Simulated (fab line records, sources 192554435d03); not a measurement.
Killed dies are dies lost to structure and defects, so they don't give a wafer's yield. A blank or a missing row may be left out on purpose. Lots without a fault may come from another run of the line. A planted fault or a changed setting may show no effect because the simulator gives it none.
A struck lot beside a sound one | flow n5_finfet | 39 steps out of a route of 1938
Sound: wafers L441.1, L441.3, L441.4. Struck: wafers L430.1, L430.2, L430.6. The cause comes at the end.
At each step with rows: each side's tool, then ch and its chambers, then its first start. Under that, the readings that differ: sound wafers | struck wafers | difference of the means | sigmas: that difference in standard deviations of wafers without a fault.
alike: readings whose means differ by less than 2 such deviations, and words and numbers that are the same on both sides. not compared: withheld readings, readings that some wafer has no value for, bounds like >300 that may hide the same value, and numbers for which the record gives no deviation and whose values overlap.
The two part at a step that has a row with sigmas, a row that says differs or no value, or rows on one side only. Numbers that don't overlap but have no deviation are shown without sigmas and don't part them. A reading that every wafer of one side lacks parts them only if that side has two wafers or more.

first, 10 steps without rows for these wafers: N5_DUMMY_REMOVAL_HM_STRIP_01 (strips SiNx in CH3F/O2, stops on poly-Si, target depth 4 nm, time 6.8 s); N5_DUMMY_REMOVAL_STRIP_10 (strips in N2/H2, time 40 s); N5_DUMMY_REMOVAL_PRECLEAN_07 (cleans in dHF, time 30 s); N5_DUMMY_REMOVAL_DUMMY_REMOVE_02 (chemistry TMAH, target poly-Si, stops on SiO2, target depth 142 nm, time 57 s, rinse time 30 s); N5_DUMMY_REMOVAL_PRECLEAN_08 (cleans in NF3:NH3, afs cycles 2, time 20 s, sublimation time 60 s); N5_DUMMY_REMOVAL_PRECLEAN_04 (cleans in DHF, time 37 s); N5_DUMMY_REMOVAL_SRD_05 (time 30 s); N5_HKMG_FIN_IL_REGROW_00 (material SiO2, chemistry O3, target thk 0.75 nm, time 30 s); N5_HKMG_FIN_HK_ALD_01 (deposits HfO2, target thk 1.6 nm, pulse time 3 s, purge time 3 s); N5_HKMG_FIN_HK_ANNEAL_02 (time 30 s).
N5_HKMG_FIN_ALD_74: deposits La2O3, target thk 0.5 nm, pulse time 6 s, co reactant pulse time 1 s.
  sound on ald_hk-01 ch 0,1,2, day 8 10:52; struck on ald_hk-01 ch 0,1,3, day 5 17:22
  no value came back on the struck wafers for any of 6 readings (co_reactant_pulse_time_s (s), co_reactant_purge_time_s (s) and others); on the sound wafers co_reactant_pulse_time_s (s) reads 1 1 1
then, 26 steps without rows for these wafers: N5_HKMG_FIN_ALD_75 (deposits Al2O3, target thk 1 nm, co reactant pulse time 1 s); N5_HKMG_FIN_COAT_41 (time 60 s, resist thk 300 nm); N5_HKMG_FIN_COAT_42 (time 60 s, resist thk 35 nm); N5_HKMG_FIN_COAT_43 (resist thk 90 nm); N5_HKMG_FIN_EBR_45; N5_HKMG_FIN_SOFTBAKE_44 (time 60 s); N5_HKMG_FIN_EXPOSE_46 (exposes mask NDIPOLE); N5_HKMG_FIN_PEB_47 (peb time 60 s); N5_HKMG_FIN_DEVELOP_48 (develop time 30 s); N5_HKMG_FIN_DESCUM_53 (chemistry O2, time 7.9 s); N5_HKMG_FIN_ETCH_54 (etches SiARC in CF4, target depth 45.5 nm, time 75.8 s); N5_HKMG_FIN_ETCH_55 (etches SOC in N2/H2, target depth 240 nm, time 300 s); N5_HKMG_FIN_STRIP_56 (strips in N2/H2); N5_HKMG_FIN_STRIP_57 (strips in CF4); N5_HKMG_FIN_ETCH_58 (etches SOC in N2/H2, target depth 215.8 nm, time 741 s); N5_HKMG_FIN_STRIP_93 (strips SOC in N2/H2, time 20 s); N5_HKMG_FIN_WET_ETCH_76 (etches Al2O3 in dNH4OH, stops on La2O3, target depth 2.25 nm, rinse time 30 s); N5_HKMG_FIN_STRIP_60 (strips in N2/H2, time 360 s); N5_HKMG_FIN_WET_ETCH_77 (etches La2O3 in dHCl, stops on HfO2, target depth 2 nm); N5_HKMG_FIN_WET_ETCH_78 (etches Al2O3 in dNH4OH, stops on La2O3, target depth 4.5 nm, rinse time 30 s); N5_HKMG_FIN_ALD_79 (deposits TiN, target thk 1.5 nm, pulse time 1 s, purge time 3 s); N5_HKMG_FIN_CVD_62 (deposits a-Si from Si2H6, target thk 3 nm, time 20.8 s); N5_HKMG_FIN_RTA_80 (time 2 s); N5_HKMG_FIN_PRECLEAN_64 (cleans in dHF, time 30 s); N5_HKMG_FIN_WET_ETCH_65 (etches a-Si in TMAH, stops on TiN, time 49 s, target depth 3 nm); N5_HKMG_FIN_WET_ETCH_81 (etches TiN in SC1, stops on HfO2, time 57 s, target depth 6 nm).
-- the record jumps here: 5 days lie between the struck wafers' starts before and after (it left off in module HKMG_FIN and takes up again in module BEOL_M4, whose first step shown is number 1111 of the route) --
N5_BEOL_M4_RC_MEAS_101:
  sound on prober-02 ch 0, day 12 22:58; struck on prober-02 ch 0, day 10 08:08
  reading             | sound                      | struck                     | difference | sigmas
  IOFF_P (nA/um)      | 0.18 0.21 0.21             | 45.32 41.91 43.61          | +43.41     | +99 or more
  IOFF_P_85C (nA/um)  | 3.2 3.7 3.5                | 323.9 305.4 314.2          | +311.0     | +99 or more
  IOFF_P_LIN (nA/um)  | 0.091 0.102 0.100          | 21.148 20.364 20.626       | +20.615    | +99 or more
  IOFF_P_LONG (nA/um) | 0.000108 0.000121 0.000116 | 0.021724 0.022041 0.021339 | +0.021586  | +99 or more
  ION_P (uA/um)       | 457 467 465                | 661 660 659                | +197       | +23
  VT_N_LVT (mV)       | 97 92 95                   | 247 253 247                | +154       | +41
  VT_P (mV)           | -247 -249 -251             | -96 -98 -98                | +152       | +41
  VT_P_LONG (mV)      | -275 -272 -273             | -121 -121 -123             | +152       | +49
  alike: DIBL_N, DIBL_P, IOFF_N, ION_N, SS_N, SS_P, VT_N
-- the record jumps here: 5 days lie between the struck wafers' starts before and after (it left off in module BEOL_M4 and takes up again in module PASSIVATION, whose first step shown is number 1936 of the route) --
N5_PASSIVATION_PROBE_49:
  the record has rows for the struck wafers here (prober-01, day 14 20:40) and none for the sound ones

WHERE THEY PART
First at N5_HKMG_FIN_ALD_74; last, within this record, at N5_PASSIVATION_PROBE_49.

WHY: what the simulator had put in
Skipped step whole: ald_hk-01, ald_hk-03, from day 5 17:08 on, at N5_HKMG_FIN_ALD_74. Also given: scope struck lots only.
